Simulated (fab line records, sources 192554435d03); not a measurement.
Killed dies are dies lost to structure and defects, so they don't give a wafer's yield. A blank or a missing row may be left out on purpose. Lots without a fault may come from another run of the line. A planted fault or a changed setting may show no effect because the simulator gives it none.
fab line records | flow n5_finfet
record lots=9 wafers=27 last_day=18
route steps=1938 shown BEOL_M0_SAQP@658 BEOL_M4@1111 PASSIVATION@1936
lots that met no fault: from a run of the same line without faults
start_h: hours from the record's first day to the start of the lot's first wafer shown | wait_h: hours since the lot's step before | " the same as in the row above | L1.1+2: a row that stands for several wafers | - no value, or no start given | * or withheld: withheld | < > ~ a bound
route shown NAME@n: a module of which the file shows steps, and the number in the route of the first | usual: mean/standard deviation of fault-free wafers | same: alike in all rows | chamber/n: place in a boat | sites: the reading at each site | _std_site: their standard deviation | _edge_site: outer sites' mean less inner sites' | radius_mm: how far each site lies from the wafer's centre | mask NAME#n: copy n | behind: the tool/chamber that last shaped the wafer | hold: why the lot was held/for how many hours/how that ended | device: the transistor (n, p or np) that didn't switch | end of line: the same wafers' tests at the end of the route | a step without rows: its recipe alone | killed: dies lost to structure and defects at the first sort, not the wafer's yield | map: a wafer's dies, x killed, . not, _ none there
set.NAME: the setting as run; set.NAME@STEP: as run at that earlier step | model.NAME: the simulator's own value behind a step, which no gauge read
steps of the route over a sample of lots; a table a step, a row a wafer
services: from which hour (start_h, from the record's first day; less than 0 if before it) a tool's chamber was out of use, for how many hours, and why
## steps
# step N5_BEOL_M0_SAQP_MANDREL_ETCH_20
# recipe target_depth_a=600 chemistry=HBr/Cl2 target=a-Si stop_on=SiNx bt_time_s=10 mask_material=SOC over_etch_frac=0.5 time_s=30 pressure_mtorr=10 icp_w=800 bias_w=75 HBr_flow_sccm=150 Cl2_flow_sccm=80 ends=end_point
# usual bias_w=75.02/0.24 drypump_motor_current_A=5.79/0.26 oes_product_au=0.779/0.015 rf_fwd_power_W=796.1/2.8 throttle_valve_pct=35.6/0.31
# same over_etch_frac=0.5
# columns lot.wafer tool chamber start_h wait_h bias_w drypump_motor_current_A oes_product_au rf_fwd_power_W rf_hours_counter_h throttle_valve_pct
L708.3 rie_si-02 3 109.86 0.0 75.10 6.26 0.766 794.4 12 36.0
L708.4 " 0 " " 74.98 5.81 0.749 793.3 3 35.1
L708.6 " 2 " " 74.58 5.89 0.757 792.4 - 35.9
L709.2 rie_si-03 2 114.38 0.0 75.21 5.83 0.787 789.9 57 35.3
L709.4 " 1 " " 75.34 5.62 0.794 797.5 128 35.1
L709.5 " 3 " " 75.13 6.08 0.793 798.9 - 35.6
L713.1 rie_si-01 2 137.88 0.0 74.88 5.42 0.781 793.5 71 35.8
L713.5 " 1 " " 74.66 5.62 0.781 792.9 - 35.5
L713.6 " 0 " " 75.06 5.53 0.802 793.1 - 35.5
L715.2 rie_si-02 2 155.65 0.0 75.19 5.89 0.753 792.1 33 36.0
L715.3 " 3 " " 75.14 6.24 0.771 794.0 13 36.0
L715.4 " 0 " " 74.97 5.83 0.773 796.8 4 35.1
L723.1 rie_si-03 0 200.79 0.0 74.84 5.40 0.757 795.4 141 35.5
L723.4 " 1 " " 74.82 5.61 0.801 791.4 129 35.1
L723.6 " 0 " " 74.80 5.36 0.768 798.2 - 35.5
L724.1 rie_si-03 3 205.64 0.0 75.04 6.10 0.794 794.4 136 35.6
L724.3 " 0 " " 75.05 5.40 0.762 795.8 141 35.5
L724.6 " 0 " " 75.03 5.44 0.757 797.6 - 35.5
L725.1 rie_si-02 2 211.15 0.0 75.03 5.87 0.763 793.4 34 36.0
L725.2 " 1 " " 74.71 5.85 0.784 792.3 102 36.0
L725.3 " 0 " " 74.84 5.82 0.758 796.2 5 35.1
L730.1 rie_si-01 2 237.64 0.0 75.41 5.43 0.769 801.0 72 35.8
L730.2 " 1 " " 75.09 5.65 0.778 789.6 8 35.5
L730.3 " 0 " " 74.93 5.62 0.790 797.3 21 35.5
L731.1 rie_si-03 1 246.63 0.0 75.51 5.64 0.781 800.6 130 35.1
L731.2 " 2 " " 75.20 5.82 0.780 796.1 59 35.3
L731.5 " 0 " " 75.17 5.36 0.760 798.3 - 35.5
# step N5_BEOL_M0_SAQP_CD_MEAS_25
# recipe target_cd_nm=13.1 landing_energy_ev=1000 detector=se_inlens
# usual cd_nm=12.77/0.21
# columns lot.wafer tool chamber start_h wait_h cd_nm
L708.3 cd_sem-03 0 111.35 0.1 13.11
L708.4 " 0 " " 12.62
L708.6 " 0 " " 12.31
L709.2 cd_sem-03 0 115.69 0.1 13.14
L709.4 " 0 " " 12.74
L709.5 " 0 " " 13.05
L713.1 cd_sem-01 0 139.52 0.1 13.11
L713.5 " 0 " " 12.67
L713.6 " 0 " " 13.16
L715.2 cd_sem-01 0 156.95 0.1 12.75
L715.3 " 0 " " 12.98
L715.4 " 0 " " 12.75
L723.1 cd_sem-01 0 203.01 0.1 12.95
L723.4 " 0 " " 12.82
L723.6 " 0 " " 12.86
L724.1 cd_sem-01 0 208.34 0.1 12.99
L724.3 " 0 " " 12.55
L724.6 " 0 " " 13.29
L725.1 cd_sem-02 0 213.18 0.1 12.73
L725.2 " 0 " " 12.80
L725.3 " 0 " " 12.55
L730.1 cd_sem-03 0 238.96 0.1 12.62
L730.2 " 0 " " 13.04
L730.3 " 0 " " 12.78
L731.1 cd_sem-02 0 248.45 0.1 12.72
L731.2 " 0 " " 12.61
L731.5 " 0 " " 12.58
# step N5_BEOL_M0_SAQP_STRIP_108
# recipe chemistry=N2/H2 power_w=500 temp_c=40 pressure_mtorr=50 rf_frequency_hz=6e+07 overash_fraction=0.3 bias_power_w=28 h2_frac=0.5 n2_flow_sccm=300 h2_flow_sccm=300
# usual bias_power_w=28.00/0.088 drypump_motor_current_A=5.5/0.42 oes_product_au=0.79/0.082 rf_fwd_power_W=491.7/2.6 rf_vpp_V=122.0/0.91 showerhead_plenum_p_Torr=3.38/0.097 throttle_valve_pct=19.0/0.39
# same overash_fraction=0.3
# columns lot.wafer tool chamber start_h wait_h bias_power_w drypump_motor_current_A oes_product_au rf_fwd_power_W rf_hours_counter_h rf_vpp_V showerhead_plenum_p_Torr throttle_valve_pct
L708.3 rie_diel-05 3 112.16 0.0 27.88 5.9 0.76 490.4 125 121.7 3.37 18.9
L708.4 " 0 " " 27.84 4.8 0.71 494.7 202 119.9 3.47 19.4
L708.6 " 2 " " 28.08 6.1 0.78 488.9 - 122.1 3.37 18.8
L709.2 rie_diel-04 0 116.49 0.0 27.95 5.6 0.76 484.9 150 121.9 3.37 19.6
L709.4 " 3 " " 27.98 5.3 0.75 494.0 - 121.8 3.49 19.4
L709.5 " 1 " " 28.07 4.9 0.89 495.9 - 123.2 3.56 19.3
L713.1 rie_diel-03 3 140.32 0.0 27.94 6.2 0.84 492.4 58 121.4 3.27 18.6
L713.5 " 0 " " 28.01 5.6 0.75 491.1 - 121.0 3.35 18.5
L713.6 " 3 " " 27.98 6.2 0.84 492.8 - 121.8 3.27 18.6
L715.2 rie_diel-05 2 157.76 0.0 28.04 6.1 0.78 486.1 135 122.7 3.37 18.8
L715.3 " 3 " " 28.06 5.8 0.75 491.5 139 123.2 3.36 19.0
L715.4 " 0 " " 27.91 4.8 0.71 495.6 216 122.7 3.47 19.4
L723.1 rie_diel-04 3 203.89 0.0 27.95 5.3 0.72 492.3 172 122.8 3.48 19.4
L723.4 " 2 " " 28.06 5.3 0.92 491.1 21 120.7 3.29 18.6
L723.6 " 0 " " 28.15 5.6 0.73 488.1 - 121.3 3.35 19.6
L724.1 rie_diel-04 2 209.17 0.0 27.98 5.3 0.93 492.4 23 122.5 3.29 18.6
L724.3 " 3 " " 27.86 5.3 0.71 494.2 174 122.2 3.48 19.4
L724.6 " 2 " " 27.96 5.3 0.93 496.3 - 121.0 3.29 18.6
L725.1 rie_diel-04 3 213.98 0.0 28.14 5.3 0.72 493.2 176 122.4 3.48 19.4
L725.2 " 2 " " 27.97 5.3 0.91 495.0 25 121.9 3.29 18.6
L725.3 " 1 " " 28.11 4.9 0.85 493.9 64 123.1 3.54 19.4
L730.1 rie_diel-05 0 239.77 0.0 28.02 4.8 0.70 495.3 240 123.1 3.45 19.5
L730.2 " 3 " " 27.96 5.8 0.73 491.8 162 123.0 3.35 19.0
L730.3 " 2 " " 27.85 6.1 0.76 486.9 157 121.9 3.35 18.8
L731.1 rie_diel-04 3 249.51 0.0 27.97 5.2 0.70 490.1 187 122.0 3.47 19.5
L731.2 " 2 " " 28.01 5.3 0.89 493.8 37 121.4 3.28 18.6
L731.5 " 2 " " 27.97 5.3 0.89 496.2 - 119.9 3.28 18.6
# step N5_BEOL_M0_SAQP_SPACER2_ETCHBACK_27
# recipe chemistry=CHF3/O2 mode=anisotropic_etchback target=SiO2 target_depth_a=225 time_s=11.25 pressure_mtorr=30 source_w=650 bias_w=170 Ar_flow_sccm=200 CHF3_flow_sccm=50 O2_flow_sccm=5 ion_energy_ev=200
# usual CHF3_flow_sccm=50.02/0.15 O2_flow_sccm=5.001/0.012 bias_w=170.0/0.54 drypump_motor_current_A=5.5/0.44 oes_product_au=0.79/0.084 rf_fwd_power_W=645.8/2.2 rf_vpp_V=525/5.8 showerhead_plenum_p_Torr=2.41/0.068 throttle_valve_pct=18.87/0.13
# columns lot.wafer tool chamber start_h wait_h CHF3_flow_sccm O2_flow_sccm bias_w drypump_motor_current_A oes_product_au rf_fwd_power_W rf_hours_counter_h rf_vpp_V showerhead_plenum_p_Torr throttle_valve_pct
L708.3 rie_diel-04 1 113.23 0.3 49.95 4.995 169.4 4.9 0.91 649.1 36 521 2.56 18.90
L708.4 " 3 " " 50.35 4.994 169.1 5.3 0.74 648.6 - 529 2.52 19.12
L708.6 " 1 " " 50.03 5.004 169.9 4.9 0.91 647.6 - 520 2.56 18.90
L709.2 rie_diel-05 0 117.32 0.4 49.82 5.003 169.6 4.8 0.72 643.9 203 528 2.48 18.95
L709.4 " 2 " " 50.08 4.994 169.9 6.1 0.79 642.1 128 535 2.42 18.79
L709.5 " 1 " " 50.23 4.999 170.4 5.8 0.74 647.4 - 514 2.33 18.77
L713.1 rie_diel-05 1 141.08 0.3 49.85 5.020 170.7 5.8 0.75 646.3 156 516 2.32 18.77
L713.5 " 3 " " 50.32 4.996 170.3 5.8 0.74 648.7 - 524 2.41 18.90
L713.6 " 1 " " 50.07 5.020 171.0 5.8 0.74 646.8 - 514 2.32 18.76
L715.2 rie_diel-03 3 158.51 0.3 50.08 4.987 170.1 6.2 0.84 650.3 64 528 2.35 18.84
L715.3 " 2 " " 50.02 5.019 170.2 5.4 0.95 644.8 11 530 2.37 18.77
L715.4 " 1 " " 49.92 5.008 169.4 5.3 0.72 647.6 200 522 2.49 19.04
L723.1 rie_diel-05 1 204.68 0.3 49.81 5.004 169.7 5.8 0.73 643.2 173 515 2.32 18.80
L723.4 " 3 " " 50.10 5.004 169.7 5.8 0.74 644.9 150 524 2.41 18.91
L723.6 " 2 " " 49.99 4.986 169.6 6.1 0.78 642.3 - 534 2.41 18.83
L724.1 rie_diel-05 1 212.05 0.3 - - - - - - - - - -
L724.3 " 3 " " - - - - - - - - - -
L724.6 " 0 " " - - - - - - - - - -
L725.1 rie_diel-05 2 214.78 0.3 - - - - - - - - - -
L725.2 " 0 " " - - - - - - - - - -
L725.3 " 3 " " - - - - - - - - - -
L730.1 rie_diel-05 1 240.53 0.3 50.17 5.014 169.6 5.8 0.72 648.1 184 513 2.31 18.82
L730.2 " 0 " " 50.22 5.000 170.2 4.8 0.68 648.4 240 527 2.47 19.02
L730.3 " 3 " " 49.97 5.003 170.0 5.8 0.72 642.5 162 524 2.40 18.94
L731.1 rie_diel-05 2 250.31 0.3 49.71 5.010 170.5 6.1 0.76 642.5 161 536 2.41 18.86
L731.2 " 0 " " 49.85 4.996 170.3 4.7 0.69 644.1 243 526 2.47 19.01
L731.5 " 1 " " 49.99 5.001 169.9 5.8 0.71 643.0 - 514 2.31 18.83
# step N5_BEOL_M4_RC_MEAS_101
# usual DIBL_N=36.4/1.5 DIBL_P=35.8/1.7 IOFF_N=0.154/0.022 IOFF_P=0.21/0.031 ION_N=672/8.8 ION_P=462/7.2 SS_N=71.5/0.53 SS_P=73.2/0.62 VT_N=250.4/2.5 VT_P=-250/3.5
# columns lot.wafer tool chamber start_h wait_h DIBL_N[mV/V] DIBL_P[mV/V] IOFF_N[nA/um] IOFF_P[nA/um] ION_N[uA/um] ION_P[uA/um] SS_N[mV/dec] SS_P[mV/dec] VT_N[mV] VT_P[mV]
L708.3 prober-02 0 167.78 0.3 34.1 33.9 0.133 0.19 656 460 71.0 72.6 250.9 -253
L708.4 " 0 " " 34.6 33.9 0.134 0.19 662 461 71.0 72.5 250.6 -251
L708.6 " 0 " " 33.9 33.5 0.132 0.19 662 458 71.2 71.9 251.0 -251
L709.2 prober-01 0 171.15 0.2 37.2 36.9 0.157 0.24 676 464 71.4 73.3 248.2 -248
L709.4 " 0 " " 38.6 38.1 0.177 0.26 668 462 71.9 73.2 253.6 -247
L709.5 " 0 " " 37.5 36.5 0.162 0.23 657 459 71.5 73.3 249.9 -248
L713.1 prober-02 0 205.37 0.0 33.9 33.6 0.131 0.21 672 476 71.3 72.9 252.0 -247
L713.5 " 0 " " 34.0 33.7 0.127 0.20 672 470 71.7 72.5 253.0 -248
L713.6 " 0 " " 33.9 33.1 0.124 0.20 668 465 71.7 72.6 250.6 -248
L715.2 prober-02 0 223.73 0.2 36.9 35.8 0.173 0.23 685 470 71.2 73.4 246.9 -246
L715.3 " 0 " " 35.0 32.7 0.126 0.18 672 463 71.3 73.2 252.6 -253
L715.4 " 0 " " 33.3 30.2 0.109 0.15 667 459 70.4 71.5 251.0 -253
L723.1 prober-01 0 283.14 0.0 35.9 36.6 0.159 0.20 665 456 72.0 73.6 249.8 -255
L723.4 " 0 " " 34.9 36.3 0.158 0.21 678 465 70.8 73.4 247.3 -250
L723.6 " 0 " " 35.6 36.3 0.160 0.20 676 460 71.3 73.5 253.7 -251
L730.1 prober-01 0 300.84 0.0 35.1 33.8 0.138 0.20 674 470 71.1 72.7 249.0 -247
L730.2 " 0 " " 36.8 36.1 0.174 0.25 677 461 72.0 73.0 248.0 -247
L730.3 " 0 " " 36.6 35.9 0.166 0.23 688 474 71.8 73.3 248.0 -248
L731.1 prober-02 0 322.60 0.0 36.9 35.3 0.148 0.20 680 458 70.7 72.9 251.6 -250
L731.2 " 0 " " 37.7 36.1 0.170 0.21 679 459 72.0 73.4 249.5 -251
L731.5 " 0 " " 37.4 35.3 0.148 0.19 672 461 71.9 72.2 249.1 -251
# step N5_PASSIVATION_PROBE_49
# usual defect_limited_yield=91.5/1.4 killed_at_M0_to_M3=32/9.8 killed_at_M4_up=13/5.3 killed_at_contacts=13/6.4 killed_at_front_end=39/10 killed_at_other=3.1/2.5 killed_dies=100/17 killed_on_rim=13/3.9 killed_open=65/13 killed_short=33/7.7 sort_bin_5_function=5.0/0.93 sort_bin_6_memory=3.2/0.69 sort_n_pass=1080/17 sort_yield_pct=91.5/1.4
# same gross_dies=1180 killed_at_back_side=0 sort_bin_4_leakage[%]=0 sort_bin_8_speed[%]=0
# columns lot.wafer tool chamber start_h wait_h defect_limited_yield[%] killed_at_M0_to_M3 killed_at_M4_up killed_at_contacts killed_at_front_end killed_at_other killed_dies killed_on_rim killed_open killed_short sort_bin_5_function[%] sort_bin_6_memory[%] sort_n_pass sort_yield_pct[%]
L708.3 prober-02 - 271.83 0.1 88.3 52 3 26 52 5 138 16 97 41 7.7 3.7 1042 88.3
L708.4 prober-02 - 271.88 0.2 90.2 45 5 22 41 3 116 14 83 33 5.0 4.7 1064 90.2
L708.6 prober-02 - 271.98 0.3 90.8 28 6 16 58 0 108 15 70 37 5.3 3.7 1072 90.8
L715.2 prober-01 - 325.96 0.1 92.6 38 11 4 34 0 87 11 60 27 4.5 2.7 1093 92.6
L715.3 prober-01 - 326.01 0.1 91.4 44 16 8 31 2 101 12 58 41 4.4 3.5 1079 91.4
L715.4 prober-01 - 326.06 0.2 92.4 34 15 3 36 2 90 14 71 18 4.1 3.4 1090 92.4
L723.1 prober-02 - 381.53 0.0 89.7 29 8 15 68 2 122 23 76 43 6.1 3.6 1058 89.7
L723.4 prober-02 - 381.68 0.2 89.7 35 11 17 55 3 121 21 78 41 5.7 4.2 1059 89.7
L723.6 prober-02 - 381.78 0.3 91.4 30 10 17 44 1 102 17 59 40 5.4 3.1 1078 91.4
L725.1 prober-02 - 394.50 0.0 0 1122 16 18 22 2 1180 152 68 17 97.6 2.1 0 0
L725.2 prober-02 - 394.55 0.1 0 1101 9 19 47 4 1180 152 86 45 94.8 4.9 0 0
L725.3 prober-02 - 394.60 0.1 0 1105 19 17 36 3 1180 152 68 33 96.6 2.9 0 0
L724.1 prober-01 - 398.95 0.0 0 1134 10 3 30 3 1180 152 53 20 97.5 2.5 0 0
L724.3 prober-01 - 399.05 0.1 0 1114 19 11 34 2 1180 152 50 36 97.4 2.5 0 0
L724.6 prober-01 - 399.20 0.3 0 1108 18 8 43 3 1180 152 64 36 96.7 3.2 0 0
# killed by level:class
L708.3 STI_FIN_REVEAL:geometric_particle:open=22 BEOL_M0_SAQP:geometric_particle:short=19 MOL_CONTACT_COAG:geometric_particle:open=18 BEOL_M0_SAQP:geometric_particle:open=16 FIN_SAQP:geometric_particle:open=11 MOL_CONTACT_COAG:geometric_particle:short=8 DUMMY_GATE:geometric_particle:open=6 FIN_SAQP:geometric_particle:short=5
L708.4 BEOL_M0_SAQP:geometric_particle:open=18 MOL_CONTACT_COAG:geometric_particle:open=15 STI_FIN_REVEAL:geometric_particle:open=14 BEOL_M0_SAQP:geometric_particle:short=9 FIN_SAQP:geometric_particle:open=7 FIN_SAQP:geometric_particle:short=7 MOL_CONTACT_COAG:geometric_particle:short=7 BEOL_M2:geometric_particle:open=5
L708.6 STI_FIN_REVEAL:geometric_particle:open=19 BEOL_M0_SAQP:geometric_particle:open=12 MOL_CONTACT_COAG:geometric_particle:open=12 FIN_SAQP:geometric_particle:short=10 BEOL_M0_SAQP:geometric_particle:short=9 FIN_SAQP:geometric_particle:open=8 DUMMY_GATE:geometric_particle:open=5 STI_FIN_REVEAL:geometric_particle:short=4
L715.2 STI_FIN_REVEAL:geometric_particle:open=9 BEOL_M3:geometric_particle:open=7 BEOL_M0_SAQP:geometric_particle:open=6 DUMMY_GATE:geometric_particle:open=5 GATE_CUT:geometric_particle:open=5 BEOL_M0:geometric_particle:open=5 BEOL_M0_SAQP:geometric_particle:short=4 BEOL_M1:geometric_particle:short=4
L715.3 STI_FIN_REVEAL:geometric_particle:open=10 BEOL_M0_SAQP:geometric_particle:open=8 BEOL_M0_SAQP:geometric_particle:short=8 BEOL_M1:geometric_particle:short=8 BEOL_M2:geometric_particle:open=8 BEOL_M4:geometric_particle:open=7 BEOL_M3:geometric_particle:open=7 MOL_CONTACT_COAG:geometric_particle:open=5
L715.4 STI_FIN_REVEAL:geometric_particle:open=14 BEOL_M2:geometric_particle:open=9 BEOL_M3:geometric_particle:open=8 BEOL_M4:geometric_particle:open=8 BEOL_M0_SAQP:geometric_particle:open=6 ILD0:geometric_particle:open=4 MOL_CONTACT_COAG:geometric_particle:open=3 BEOL_M0:geometric_particle:open=3
L723.1 FIN_SAQP:geometric_particle:open=26 MOL_CONTACT_COAG:geometric_particle:open=13 FIN_SAQP:geometric_particle:short=12 BEOL_M0_SAQP:geometric_particle:short=12 BEOL_M0_SAQP:geometric_particle:open=10 GATE_CUT:geometric_particle:short=6 STI_FIN_REVEAL:geometric_particle:open=5 GATE_CUT:geometric_particle:open=5
L723.4 MOL_CONTACT_COAG:geometric_particle:open=16 STI_FIN_REVEAL:geometric_particle:open=14 FIN_SAQP:geometric_particle:short=13 BEOL_M0_SAQP:geometric_particle:open=13 BEOL_M0_SAQP:geometric_particle:short=13 FIN_SAQP:geometric_particle:open=7 BEOL_M5:geometric_particle:open=5 GATE_CUT:geometric_particle:open=4
L723.6 FIN_SAQP:geometric_particle:open=15 MOL_CONTACT_COAG:geometric_particle:open=13 FIN_SAQP:geometric_particle:short=10 BEOL_M1:geometric_particle:open=8 BEOL_M2:geometric_particle:open=5 BEOL_M3:geometric_particle:open=5 MOL_CONTACT_COAG:geometric_particle:short=4 STARTING-WAFER:geometric_particle:short=4
L725.1 BEOL_M0_SAQP:area_etchback=1094 MOL_CONTACT_COAG:geometric_particle:open=15 BEOL_M4:geometric_particle:open=10 BEOL_M2:geometric_particle:open=8 BEOL_M1:geometric_particle:open=6 FIN_SAQP:geometric_particle:short=4 FIN_SAQP:geometric_particle:open=4 STI_FIN_REVEAL:geometric_particle:open=4
L725.2 BEOL_M0_SAQP:area_etchback=1049 MOL_CONTACT_COAG:geometric_particle:open=15 BEOL_M2:geometric_particle:open=13 FIN_SAQP:geometric_particle:short=11 FIN_SAQP:geometric_particle:open=10 DUMMY_GATE:geometric_particle:open=9 BEOL_M0_SAQP:geometric_particle:open=9 BEOL_M3:geometric_particle:short=8
L725.3 BEOL_M0_SAQP:area_etchback=1077 MOL_CONTACT_COAG:geometric_particle:open=13 BEOL_M3:geometric_particle:open=12 STI_FIN_REVEAL:geometric_particle:open=9 BEOL_M4:geometric_particle:open=7 BEOL_M5:geometric_particle:open=6 BEOL_M0_SAQP:geometric_particle:short=5 BEOL_M3:geometric_particle:short=5
L724.1 BEOL_M0_SAQP:area_etchback=1107 BEOL_M2:geometric_particle:open=8 STI_FIN_REVEAL:geometric_particle:open=7 STARTING-WAFER:geometric_particle:short=7 BEOL_M1:geometric_particle:open=6 BEOL_M3:geometric_particle:open=5 FIN_SAQP:geometric_particle:open=4 GATE_CUT:geometric_particle:open=3
L724.3 BEOL_M0_SAQP:area_etchback=1089 MOL_CONTACT_COAG:geometric_particle:open=10 BEOL_M0_SAQP:geometric_particle:short=6 BEOL_M4:geometric_particle:open=6 GATE_CUT:geometric_particle:open=5 GATE_CUT:geometric_particle:short=5 BEOL_M0_SAQP:geometric_particle:open=5 BEOL_M2:geometric_particle:open=4
L724.6 BEOL_M0_SAQP:area_etchback=1080 STI_FIN_REVEAL:geometric_particle:open=11 BEOL_M2:geometric_particle:open=9 FIN_SAQP:geometric_particle:open=8 MOL_CONTACT_COAG:geometric_particle:open=7 BEOL_M3:geometric_particle:open=7 FIN_SAQP:geometric_particle:short=5 GATE_CUT:geometric_particle:short=5
## services
# columns tool chamber start_h hours kind
rie_diel-03 2 95.08 - clean
rie_diel-03 2 95.08 - consumable_replace:focus_ring
rie_diel-03 2 95.08 27.3 scheduled_down
rie_diel-03 2 95.08 27.3 vent_cycle
rie_diel-04 2 109.25 - clean
rie_diel-04 2 109.25 - consumable_replace:focus_ring
rie_diel-04 2 109.25 15.5 scheduled_down
rie_diel-04 2 109.25 15.5 vent_cycle
rie_si-03 - 122.54 2.1 repair
rie_diel-05 2 133.74 16.1 repair
rie_si-01 3 136.63 5.2 repair
rie_si-03 2 138.79 3.0 repair
rie_diel-04 3 177.55 5.5 repair
rie_si-01 0 190.41 3.0 repair
rie_diel-03 2 191.94 6.5 repair
rie_diel-05 - 203.16 0.3 repair
rie_diel-04 0 208.33 7.4 repair
## key
first_sign step=N5_BEOL_M0_SAQP_SPACER2_ETCHBACK_27 reading=tool_record direction=missing
effect step=N5_PASSIVATION_PROBE_49 reading=killed_at_M0_to_M3 direction=up sigmas=99+ usual=32 struck=1114
more_kills_born_at N5_BEOL_M0_SAQP_SPACER2_ETCHBACK_27@rie_diel-05=6495
met_at N5_BEOL_M0_SAQP_SPACER2_ETCHBACK_27
struck_lots L724,L725
later_rows_left_out L724.1,L724.3,L724.6,L725.1,L725.2,L725.3
not_acting_at N5_BEOL_M0_SAQP_MANDREL_ETCH_20,N5_BEOL_M0_SAQP_CD_MEAS_25,N5_BEOL_M0_SAQP_STRIP_108
onset_between 204.68 212.05
fault kind=skipped_step_whole tool=rie_diel-05 chamber=- onset_h=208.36 steps=N5_BEOL_M0_SAQP_SPACER2_ETCHBACK_27 scope=struck_lots_only
# later_rows_left_out: the simulator's readings of these wafers behind a module that went badly wrong aren't trusted and aren't shown, but for the sort
